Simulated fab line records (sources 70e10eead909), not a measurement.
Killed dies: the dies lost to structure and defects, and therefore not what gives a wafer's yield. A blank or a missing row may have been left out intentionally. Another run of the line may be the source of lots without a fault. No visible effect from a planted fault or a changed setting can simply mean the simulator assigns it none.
fab line records    flow nandHarc    part 1 of 2: steps 1 to 25 of 30
record lots=5  wafers=15  lastDay=24
route steps=1159 shown A_ONON_D1@445 A_CHANNEL_HOLE_D1@450
lots untouched by any fault: they come from a run of this same line in which no faults occurred
startH: start of the lot's first displayed wafer, in hours after the record's first day    waitH: hours elapsed since this lot's preceding step    " the same as in the row above    L1.1+2: a row that stands for several wafers    - no value present, or no start provided    * or withheld: withheld    < > ~ a bound
route shown NAME@n: NAME is a module with steps in the file, n the number in the route of the first one    usual: the fault-free wafers' mean and standard deviation    same: alike in all rows    chamber/n: place in a boat    sites: readings site by site    _std_site: the standard deviation of these    _edge_site: the outer-site mean with the inner-site mean subtracted    radiusMm: how far each site lies from the wafer's centre    mask NAME#n: copy n    behind: the most recent tool/chamber to have shaped the wafer    hold: what put the lot on hold/how long, in hours/how the hold closed    device: names the non-switching transistor (n, p or np)    end of line: tests run on the same wafers once the route is complete    for a step that has no rows: nothing shown but its recipe    killed: the dies lost at the first sort to structure and to defects; this is not the yield of the wafer    map: per-die view of a wafer (x killed, . not killed, _ where there is no die)
set.NAME: setting as actually run; set.NAME@STEP: the setting as run at that earlier step    model.NAME: the simulator's own value behind a step, which no gauge read
certain route steps with their lots: each step a table, each wafer a row
services: when a tool's chamber went out of use (startH, in hours from the record's first day, below 0 if earlier), for how many hours, and the reason
## steps
# step NHARC_A_ONON_D1_THK_MEAS_30
# recipe thkMeasGauge=ellipsometry
# usual thkNm=998/11
lot.wafer  tool          chamber  startH  waitH  thkNm
L074.1     filmMetro-02  -        189.39  -      985
L074.5     "             -        "       "      987
L074.6     "             -        "       "      986
L078.3     filmMetro-01  -        195.93  -      1003
L078.5     "             -        "       "      1004
L078.6     "             -        "       "      1003
L085.2     filmMetro-02  -        245.29  -      984
L085.3     "             -        "       "      985
L085.5     "             -        "       "      984
L091.2     filmMetro-02  -        281.04  -      1013
L091.5     "             -        "       "      1014
L091.6     "             -        "       "      1013
L094.1     filmMetro-01  -        287.12  -      1015
L094.2     "             -        "       "      1017
L094.3     "             -        "       "      1016
# step NHARC_A_ONON_D1_DEP_33
# recipe targetThkA=2000  tempC=400  pressureTorr=6.5  rfW=900  teosFlowSccm=161.4  flowSccm=2650  targetThkNm=200  gas=O2  material=SiO2
# usual chamberPressureTorr=6.500/0.014  heaterPowerW=512/77  throttleValvePct=16.3/0.72
lot.wafer  tool      chamber  startH  waitH  chamberPressureTorr  heaterPowerW  throttleValvePct
L074.1     pecvd-04  0        189.50  0.1    6.509                480           16.2
L074.5     "         0        "       "      6.514                478           16.2
L074.6     "         1        "       "      6.487                439           16.3
L078.3     pecvd-01  2        196.12  0.2    6.496                536           15.6
L078.5     "         1        "       "      6.500                473           15.9
L078.6     "         2        "       "      6.493                546           15.5
L085.2     pecvd-03  1        245.85  0.6    6.507                476           17.7
L085.3     "         0        "       "      6.484                552           16.2
L085.5     "         1        "       "      6.508                483           17.7
L091.2     pecvd-01  2        281.19  0.1    6.501                546           15.3
L091.6     "         0        "       "      6.494                547           17.0
L091.5     "         2        "       "      6.501                559           15.3
L094.3     pecvd-01  2        287.18  0.1    6.512                573           15.5
L094.1     "         0        "       "      6.505                563           16.8
L094.2     "         1        "       "      6.506                507           16.0
# step NHARC_A_ONON_D1_THK_MEAS_34
# recipe thkMeasGauge=ellipsometry
# usual thkNm=199.4/2.6
lot.wafer  tool          chamber  startH  waitH  thkNm
L074.1     filmMetro-01  -        189.86  -      197.5
L074.5     "             -        "       "      200.2
L074.6     "             -        "       "      197.7
L078.3     filmMetro-02  -        196.49  -      197.2
L078.5     "             -        "       "      200.1
L078.6     "             -        "       "      201.9
L085.2     filmMetro-02  -        246.26  -      199.0
L085.3     "             -        "       "      199.1
L085.5     "             -        "       "      198.8
L091.2     filmMetro-01  -        281.51  -      198.4
L091.5     "             -        "       "      200.1
L091.6     "             -        "       "      202.5
L094.1     filmMetro-01  -        287.58  -      196.0
L094.2     "             -        "       "      196.5
L094.3     "             -        "       "      197.5
# step NHARC_A_ONON_D1_INSPECT_32
# usual rawDefectCount=84/24
lot.wafer  tool              chamber  startH  waitH  rawDefectCount
L074.1     defectInspect-02  -        189.93  0.0    87
L074.5     "                 -        "       "      77
L074.6     "                 -        "       "      67
L078.3     defectInspect-01  -        196.56  0.0    117
L078.5     "                 -        "       "      105
L078.6     "                 -        "       "      148
L085.2     defectInspect-02  -        246.33  0.1    128
L085.3     "                 -        "       "      86
L085.5     "                 -        "       "      67
L091.2     defectInspect-02  -        281.57  0.0    95
L091.5     "                 -        "       "      85
L091.6     "                 -        "       "      63
L094.1     defectInspect-02  -        287.67  0.0    90
L094.2     "                 -        "       "      79
L094.3     "                 -        "       "      66
# step NHARC_A_CHANNEL_HOLE_D1_DEP_00
# recipe targetThkA=31000  tempC=400  material=aC
# usual throttleValvePct=34.999/0.0094
lot.wafer  tool       chamber  startH  waitH  throttleValvePct
L074.1     aclDep-01  0        191.19  1.3    35.003
L074.5     "          0        192.47  2.5    35.008
L074.6     "          0        "       "      34.995
L078.3     aclDep-02  0        198.21  1.7    34.995
L078.5     "          0        "       "      35.016
L078.6     "          0        "       "      35.002
L085.2     aclDep-03  0        247.86  1.5    35.005
L085.3     "          0        "       "      34.978
L085.5     "          0        "       "      34.995
L091.2     aclDep-02  0        283.26  1.7    34.997
L091.5     "          0        "       "      34.997
L091.6     "          0        "       "      34.996
L094.1     aclDep-01  0        289.84  2.2    34.986
L094.2     "          0        "       "      35.000
L094.3     "          0        "       "      35.006
# step NHARC_A_CHANNEL_HOLE_D1_DEP_01
# recipe targetThkA=1400  targetThkNm=140  tempC=400  pressureTorr=3.5  flowSccm=200  rfW=350  material=SiON
# usual chamberPressureTorr=3.500/0.0075  heaterPowerW=725/99
lot.wafer  tool      chamber  startH  waitH  chamberPressureTorr  heaterPowerW
L074.1     pecvd-02  1        193.35  1.8    3.510                839
L074.5     "         2        "       "      3.506                810
L074.6     "         0        "       "      3.499                852
L078.3     pecvd-03  0        199.53  1.0    3.509                789
L078.5     "         0        "       "      3.513                806
L078.6     "         1        "       "      3.505                638
L085.3     pecvd-04  0        249.46  1.0    3.498                652
L085.2     "         2        "       "      3.487                653
L085.5     "         0        "       "      3.491                661
L091.2     pecvd-02  1        284.91  1.3    3.495                837
L091.5     "         2        "       "      3.508                808
L091.6     "         1        "       "      3.492                862
L094.1     pecvd-04  0        291.91  1.7    3.501                740
L094.2     "         1        "       "      3.495                535
L094.3     "         2        "       "      3.500                721
# step NHARC_A_CHANNEL_HOLE_D1_DEHYDRATE_02
# recipe tempC=150  timeS=120
lot.wafer   tool           chamber  startH  waitH
L074.1+5+6  lithoTrack-06  0        193.57  0.2
L078.3+5+6  lithoTrack-01  0        199.80  0.2
L085.2+3+5  lithoTrack-01  0        249.74  0.2
L091.2+5+6  lithoTrack-06  0        285.23  0.3
L094.1+2+3  lithoTrack-04  0        292.18  0.2
# step NHARC_A_CHANNEL_HOLE_D1_HMDS_03
# recipe timeS=30
lot.wafer   tool           chamber  startH  waitH
L074.1+5+6  lithoTrack-06  0        -       -
L078.3+5+6  lithoTrack-01  0        -       -
L085.2+3+5  lithoTrack-01  0        -       -
L091.2+5+6  lithoTrack-06  0        -       -
L094.1+2+3  lithoTrack-04  0        -       -
# step NHARC_A_CHANNEL_HOLE_D1_COAT_36
# recipe tempC=260  timeS=75
lot.wafer   tool           chamber  startH  waitH
L074.1+5+6  lithoTrack-06  0        -       -
L078.3+5+6  lithoTrack-01  0        -       -
L085.2+3+5  lithoTrack-01  0        -       -
L091.2+5+6  lithoTrack-06  0        -       -
L094.1+2+3  lithoTrack-04  0        -       -
# step NHARC_A_CHANNEL_HOLE_D1_COAT_37
# recipe tempC=225  timeS=65
lot.wafer   tool           chamber  startH  waitH
L074.1+5+6  lithoTrack-06  0        -       -
L078.3+5+6  lithoTrack-01  0        -       -
L085.2+3+5  lithoTrack-01  0        -       -
L091.2+5+6  lithoTrack-06  0        -       -
L094.1+2+3  lithoTrack-04  0        -       -
# step NHARC_A_CHANNEL_HOLE_D1_COAT_04
# recipe spinRpm=1500  resistThkNm=90
lot.wafer   tool           chamber  startH  waitH
L074.1+5+6  lithoTrack-06  0        -       -
L078.3+5+6  lithoTrack-01  0        -       -
L085.2+3+5  lithoTrack-01  0        -       -
L091.2+5+6  lithoTrack-06  0        -       -
L094.1+2+3  lithoTrack-04  0        -       -
# step NHARC_A_CHANNEL_HOLE_D1_SOFTBAKE_05
# recipe tempC=105  timeS=55
lot.wafer   tool           chamber  startH  waitH
L074.1+5+6  lithoTrack-06  0        -       -
L078.3+5+6  lithoTrack-01  0        -       -
L085.2+3+5  lithoTrack-01  0        -       -
L091.2+5+6  lithoTrack-06  0        -       -
L094.1+2+3  lithoTrack-04  0        -       -
# step NHARC_A_CHANNEL_HOLE_D1_EBR_06
lot.wafer   tool           chamber  startH  waitH
L074.1+5+6  lithoTrack-06  0        -       -
L078.3+5+6  lithoTrack-01  0        -       -
L085.2+3+5  lithoTrack-01  0        -       -
L091.2+5+6  lithoTrack-06  0        -       -
L094.1+2+3  lithoTrack-04  0        -       -
# step NHARC_A_CHANNEL_HOLE_D1_EXPOSE_07
# recipe na=1.35  targetCdNm=100  sigmaOuter=0.3  doseMj=59.65  maskId=HOLE_D1
lot.wafer   tool            chamber  startH  waitH  mask
L074.1+5+6  arfiScanner-01  0        193.88  -      HOLE_D1#0
L078.3+5+6  arfiScanner-03  0        200.12  -      HOLE_D1#0
L085.2+3+5  arfiScanner-03  0        249.93  -      HOLE_D1#0
L091.2+5+6  arfiScanner-02  0        285.54  -      HOLE_D1#0
L094.1+2+3  arfiScanner-03  0        292.49  -      HOLE_D1#0
# step NHARC_A_CHANNEL_HOLE_D1_PEB_08
# recipe pebTempC=100  pebTimeS=65
lot.wafer   tool           chamber  startH  waitH
L074.1+5+6  lithoTrack-04  0        193.94  0.1
L078.3+5+6  lithoTrack-04  0        200.18  0.0
L085.2+3+5  lithoTrack-06  0        249.99  0.1
L091.2+5+6  lithoTrack-04  0        285.60  0.1
L094.1+2+3  lithoTrack-01  0        292.55  0.1
# step NHARC_A_CHANNEL_HOLE_D1_DEVELOP_09
# recipe developTimeS=35  devTempC=23
lot.wafer   tool           chamber  startH  waitH
L074.1+5+6  lithoTrack-04  0        -       -
L078.3+5+6  lithoTrack-04  0        -       -
L085.2+3+5  lithoTrack-06  0        -       -
L091.2+5+6  lithoTrack-04  0        -       -
L094.1+2+3  lithoTrack-01  0        -       -
# step NHARC_A_CHANNEL_HOLE_D1_CD_MEAS_10
# recipe targetCdNm=100  landingEnergyEv=500
# usual cdNm=100.1/0.46
lot.wafer  tool      chamber  startH  waitH  cdNm
L074.1     cdSem-01  0        194.01  -      100.6
L074.5     "         0        "       "      100.7
L074.6     "         0        "       "      101.3
L078.3     cdSem-03  0        200.26  -      99.9
L078.5     "         0        "       "      101.1
L078.6     "         0        "       "      99.7
L085.2     cdSem-02  0        250.07  -      99.2
L085.3     "         0        "       "      99.5
L085.5     "         0        "       "      100.4
L091.2     cdSem-01  0        285.68  -      99.9
L091.5     "         0        "       "      99.4
L091.6     "         0        "       "      100.0
L094.1     cdSem-02  0        292.63  -      100.7
L094.2     "         0        "       "      100.0
L094.3     "         0        "       "      100.4
# step NHARC_A_CHANNEL_HOLE_D1_OVL_MEAS_11
# usual overlayXNm=0.2/0.88  overlayYNm=0.3/1
lot.wafer  tool        chamber  startH  waitH  overlayXNm  overlayYNm
L074.1     overlay-01  -        194.10  -      1.5         0.3
L074.5     "           -        "       "      1.6         0.7
L074.6     "           -        "       "      1.6         0.6
L078.3     overlay-02  -        200.34  -      0.9         1.7
L078.5     "           -        "       "      1.3         1.4
L078.6     "           -        "       "      1.0         2.3
L085.2     overlay-01  -        250.15  -      -0.8        0.6
L085.3     "           -        "       "      -0.5        0.3
L085.5     "           -        "       "      -1.0        0.3
L091.2     overlay-02  -        285.77  -      -0.1        0.1
L091.5     "           -        "       "      -0.7        0.3
L091.6     "           -        "       "      -0.1        0.4
L094.1     overlay-02  -        292.72  -      -0.2        -0.4
L094.2     "           -        "       "      -0.5        -0.4
L094.3     "           -        "       "      -0.2        -0.5
# step NHARC_A_CHANNEL_HOLE_D1_INSPECT_12
# usual rawDefectCount=5.9/2.9
lot.wafer  tool              chamber  startH  waitH  rawDefectCount
L074.1     defectInspect-02  -        194.14  0.0    4
L074.5     "                 -        "       "      5
L074.6     "                 -        "       "      6
L078.3     defectInspect-01  -        200.38  0.0    11
L078.5     "                 -        "       "      7
L078.6     "                 -        "       "      8
L085.2     defectInspect-02  -        250.19  0.0    6
L085.3     "                 -        "       "      7
L085.5     "                 -        "       "      1
L091.2     defectInspect-02  -        285.80  0.0    4
L091.5     "                 -        "       "      5
L091.6     "                 -        "       "      8
L094.1     defectInspect-02  -        292.75  0.0    5
L094.2     "                 -        "       "      3
L094.3     "                 -        "       "      10
# step NHARC_A_CHANNEL_HOLE_D1_DESCUM_15
# recipe timeS=3  o2FlowSccm=200  arFlowSccm=0  biasPowerW=0  chemistry=O2
# usual drypumpMotorCurrentA=5.6/0.56  oesProductAu=0.998/0.01  rfVppV=57.5/0.91  showerheadPlenumPTorr=1.87/0.082  throttleValvePct=11.310/0.01
lot.wafer  tool        chamber  startH  waitH  drypumpMotorCurrentA  oesProductAu  rfHoursCounterH  rfVppV  showerheadPlenumPTorr  throttleValvePct
L074.1     rieDiel-06  2        194.23  0.1    5.8                   0.976         9                57.4    1.82                   11.331
L074.6     "           3        "       "      4.7                   0.978         -                57.4    1.99                   11.320
L074.5     "           0        "       "      5.8                   1.005         -                56.6    1.89                   11.308
L078.3     rieDiel-04  2        200.44  0.1    5.8                   1.004         4                56.7    1.85                   11.301
L078.5     "           2        "       "      5.8                   1.003         -                56.5    1.85                   11.310
L078.6     "           3        "       "      5.4                   0.988         -                56.8    1.87                   11.302
L085.2     rieDiel-12  0        250.26  0.1    5.9                   1.006         3                56.6    1.80                   11.310
L085.3     "           1        "       "      4.8                   1.001         4                57.2    1.90                   11.304
L085.5     "           0        "       "      5.9                   1.002         -                56.8    1.80                   11.304
L091.2     rieDiel-04  3        285.86  0.1    5.4                   1.003         7                56.9    1.87                   11.306
L091.5     "           3        "       "      5.4                   0.989         -                58.1    1.87                   11.296
L091.6     "           0        "       "      5.3                   1.009         -                58.2    2.05                   11.312
L094.3     rieDiel-12  0        292.81  0.1    6.0                   1.004         6                56.5    1.80                   11.323
L094.2     "           1        "       "      4.8                   0.996         7                57.9    1.90                   11.298
L094.1     "           3        "       "      5.1                   0.999         6                56.7    1.79                   11.304
# step NHARC_A_CHANNEL_HOLE_D1_ETCH_38
# recipe targetDepthA=390  overEtchFrac=0.3  timeS=65  ionEnergyEv=80  cf4FlowSccm=150  arFlowSccm=0  rfW=300  biasW=100  chemistry=CF4
# usual drypumpMotorCurrentA=5.6/0.55  oesProductAu=0.998/0.0083  rfVppV=150.7/1.2  showerheadPlenumPTorr=1.72/0.068  throttleValvePct=13.283/0.0088
lot.wafer  tool        chamber  startH  waitH  drypumpMotorCurrentA  oesProductAu  rfHoursCounterH  rfVppV  showerheadPlenumPTorr  throttleValvePct
L074.1     rieDiel-06  3        194.29  0.1    4.8                   0.994         9                151.1   1.84                   13.268
L074.5     "           3        "       "      4.7                   0.997         -                152.2   1.84                   13.297
L074.6     "           0        "       "      5.8                   0.997         -                153.1   1.75                   13.285
L078.3     rieDiel-04  3        200.53  0.1    5.5                   0.995         3                150.9   1.73                   13.288
L078.5     "           2        "       "      5.8                   1.005         -                150.6   1.71                   13.281
L078.6     "           3        "       "      5.4                   0.990         -                150.8   1.73                   13.285
L085.2     rieDiel-12  0        250.34  0.1    5.9                   1.009         3                150.1   1.67                   13.306
L085.3     "           2        "       "      6.5                   0.992         3                149.1   1.66                   13.270
L085.5     "           3        "       "      5.1                   1.011         -                148.7   1.67                   13.289
L091.2     rieDiel-04  3        285.95  0.1    5.5                   0.996         7                150.0   1.73                   13.269
L091.6     "           3        "       "      5.5                   0.998         -                152.0   1.73                   13.286
L091.5     "           0        "       "      5.3                   1.007         -                152.8   1.89                   13.286
L094.3     rieDiel-12  1        293.01  0.2    4.8                   0.999         7                150.9   1.76                   13.283
L094.1     "           3        "       "      5.1                   1.005         6                150.9   1.66                   13.271
L094.2     "           0        "       "      5.9                   0.993         6                151.4   1.67                   13.279
# step NHARC_A_CHANNEL_HOLE_D1_ETCH_39
# recipe targetDepthA=2600  overEtchFrac=0.3  timeS=325  ionEnergyEv=200  n2FlowSccm=150  h2FlowSccm=150  arFlowSccm=0  rfW=400  biasW=150  chemistry=N2/H2
# usual drypumpMotorCurrentA=5.6/0.56  oesProductAu=0.999/0.0098  rfVppV=429.0/2.6  showerheadPlenumPTorr=1.99/0.091  throttleValvePct=14.170/0.0082
lot.wafer  tool        chamber  startH  waitH  drypumpMotorCurrentA  oesProductAu  rfHoursCounterH  rfVppV  showerheadPlenumPTorr  throttleValvePct
L074.1     rieDiel-06  1        -       -      6.3                   1.001         9                426.6   1.91                   14.185
L074.6     "           1        "       "      6.3                   1.002         -                426.6   1.91                   14.177
L074.5     "           2        "       "      5.8                   0.983         -                427.4   1.93                   14.162
L078.3     rieDiel-04  1        -       -      6.0                   1.022         3                427.2   1.97                   14.168
L078.6     "           0        "       "      5.3                   0.999         -                434.4   2.20                   14.168
L078.5     "           1        "       "      6.0                   1.008         -                428.3   1.97                   14.164
L085.3     rieDiel-12  0        -       -      6.0                   1.007         3                427.6   1.92                   14.159
L085.2     "           1        "       "      4.8                   0.997         4                430.0   2.03                   14.175
L085.5     "           3        "       "      5.1                   0.996         -                427.7   1.91                   14.164
L091.2     rieDiel-04  3        -       -      5.4                   0.993         7                428.5   1.99                   14.177
L091.6     "           2        "       "      5.8                   1.001         -                428.9   1.97                   14.174
L091.5     "           3        "       "      5.4                   1.001         -                430.2   1.99                   14.164
L094.3     rieDiel-12  0        -       -      6.0                   1.006         6                427.7   1.92                   14.177
L094.1     "           1        "       "      4.8                   1.005         7                429.2   2.02                   14.160
L094.2     "           2        "       "      6.6                   1.000         6                426.2   1.90                   14.175
# step NHARC_A_CHANNEL_HOLE_D1_ETCH_34
# recipe targetDepthA=1540  timeS=77  cf4FlowSccm=100  chf3FlowSccm=30  arFlowSccm=0  rfW=500  biasW=200  chemistry=CF4/CHF3
# usual drypumpMotorCurrentA=5.6/0.55  oesProductAu=0.947/0.024  rfVppV=369.2/2.3  showerheadPlenumPTorr=1.54/0.066  throttleValvePct=16.803/0.0083
lot.wafer  tool        chamber  startH  waitH  drypumpMotorCurrentA  oesProductAu  rfHoursCounterH  rfVppV  showerheadPlenumPTorr  throttleValvePct
L074.1     rieDiel-06  1        -       -      6.2                   0.982         9                366.7   1.48                   16.805
L074.5     "           1        "       "      6.2                   0.979         -                368.0   1.48                   16.799
L074.6     "           2        "       "      5.8                   0.972         -                367.3   1.50                   16.797
L078.3     rieDiel-04  0        -       -      5.3                   0.969         4                374.2   1.68                   16.785
L078.6     "           1        "       "      6.0                   0.991         -                367.9   1.52                   16.800
L078.5     "           2        "       "      5.8                   0.968         -                368.9   1.52                   16.812
L085.2     rieDiel-12  3        -       -      5.1                   0.952         3                367.1   1.48                   16.796
L085.3     "           2        "       "      6.5                   0.963         3                366.9   1.47                   16.802
L085.5     "           3        "       "      5.1                   0.961         -                367.0   1.48                   16.807
L091.2     rieDiel-04  2        -       -      5.8                   0.986         9                369.2   1.52                   16.784
L091.6     "           0        "       "      5.3                   0.971         -                374.5   1.68                   16.810
L091.5     "           1        "       "      6.0                   0.995         -                368.0   1.52                   16.801
L094.2     rieDiel-12  3        -       -      5.1                   0.932         7                369.5   1.48                   16.801
L094.3     "           1        "       "      4.8                   0.918         7                371.6   1.56                   16.809
L094.1     "           2        "       "      6.5                   0.915         6                367.9   1.47                   16.809
# step NHARC_A_CHANNEL_HOLE_D1_ETCH_16
# recipe targetDepthA=31000  overEtchFrac=0.3  timeS=806  ionEnergyEv=150  o2FlowSccm=400  cosFlowSccm=20  arFlowSccm=0  rfW=500  biasW=300  chemistry=O2/COS
# usual drypumpMotorCurrentA=5.6/0.57  oesProductAu=0.998/0.01  rfVppV=313.0/2  showerheadPlenumPTorr=3.04/0.12  throttleValvePct=28.330/0.0089
lot.wafer  tool        chamber  startH  waitH  drypumpMotorCurrentA  oesProductAu  rfHoursCounterH  rfVppV  showerheadPlenumPTorr  throttleValvePct
L074.1     rieDiel-06  1        -       -      6.3                   0.996         9                311.1   2.93                   28.336
L074.5     "           0        "       "      5.8                   0.992         -                313.9   3.08                   28.319
L074.6     "           1        "       "      6.3                   0.985         -                310.9   2.93                   28.319
L078.3     rieDiel-04  3        -       -      5.4                   1.000         4                314.0   3.06                   28.328
L078.5     "           1        "       "      6.0                   1.003         -                313.6   3.02                   28.342
L078.6     "           2        "       "      5.8                   1.008         -                312.5   3.02                   28.326
L085.3     rieDiel-12  1        -       -      4.8                   1.006         4                312.7   3.10                   28.322
L085.2     "           2        "       "      6.6                   0.990         3                310.6   2.92                   28.337
L085.5     "           1        "       "      4.9                   0.995         -                314.4   3.10                   28.331
L091.2     rieDiel-04  2        -       -      5.8                   1.004         9                310.6   3.02                   28.327
L091.6     "           2        "       "      5.8                   0.997         -                312.9   3.02                   28.323
L091.5     "           3        "       "      5.5                   0.992         -                313.1   3.05                   28.332
L094.3     rieDiel-12  1        -       -      4.8                   0.990         8                314.0   3.10                   28.339
L094.2     "           2        "       "      6.5                   0.986         6                310.5   2.92                   28.337
L094.1     "           0        "       "      6.0                   0.991         7                312.7   2.95                   28.329
# step NHARC_A_CHANNEL_HOLE_D1_CD_MEAS_18
# usual cdNm=98.1/2.6
lot.wafer  tool      chamber  startH  waitH  cdNm
L074.1     cdSem-02  -        195.48  -      94.2
L074.5     "         -        "       "      99.3
L074.6     "         -        "       "      96.6
L078.3     cdSem-02  -        201.56  -      99.7
L078.5     "         -        "       "      100.1
L078.6     "         -        "       "      100.0
L085.2     cdSem-02  -        251.36  -      96.2
L085.3     "         -        "       "      97.0
L085.5     "         -        "       "      99.1
L091.2     cdSem-02  -        286.98  -      98.7
L091.5     "         -        "       "      98.2
L091.6     "         -        "       "      101.0
L094.1     cdSem-02  -        294.37  -      95.7
L094.2     "         -        "       "      95.4
L094.3     "         -        "       "      96.3
